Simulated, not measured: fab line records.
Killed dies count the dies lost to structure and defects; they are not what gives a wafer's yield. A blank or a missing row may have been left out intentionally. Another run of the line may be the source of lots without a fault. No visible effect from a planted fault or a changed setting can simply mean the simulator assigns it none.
Chamber matching ; flow nand-harc ; 4 sister chambers for NHARC_A_STAIRCASE_TRIM_12 on rie-diel-12
The step chemistry O2, time 211.2 s. 8 wafers are shown with their chamber, then 8 later ones without.

## EACH WAFER AND ITS CHAMBER
wafer;chamber;showerhead-plenum-p-Torr (Torr);drypump-motor-current-A (A)
L076.1;3;3.65;5.5
L084.1;0;3.66;6.1
L084.2;1;3.79;5.9
L084.6;2;3.35;5.4
L091.1;1;3.78;5.9
L091.4;0;3.65;6.1
L091.6;2;3.34;5.3
L092.1;3;3.63;5.6

## WAFERS MISSING THEIR CHAMBER
wafer;showerhead-plenum-p-Torr (Torr);drypump-motor-current-A (A)
L092.3;3.34;5.4
L092.4;3.65;6.1
L097.2;3.62;5.6
L097.4;3.65;6.1
L097.6;3.65;6.1
L095.1;3.78;6.0
L095.3;3.65;6.1
L095.6;3.65;6.1

## WHICH CHAMBER EACH ONE RAN IN
wafer;from the rows above;in truth
L092.3;2;2
L092.4;0;0
L097.2;3;3
L097.4;0;0
L097.6;0;0
L095.1;1;1
L095.3;0;0
L095.6;0;0
Placed correctly: 8 of 8. From these rows, 0 cannot be placed. Number placed wrongly: 0.
How it was worked out, from the rows above alone: a wafer's distance from a chamber is the root of the sum, over the readings, of the square of ((its reading less the chamber's mean) divided by the reading's scatter). The wafer belongs to the nearest chamber; if the next one is less than 2 further off, it can't be placed. A chamber's mean is the mean of its shown wafers. The scatter is the square root of a quotient: the sum, over the shown wafers, of each reading's squared deviation from its chamber's mean, divided by wafers minus chambers.
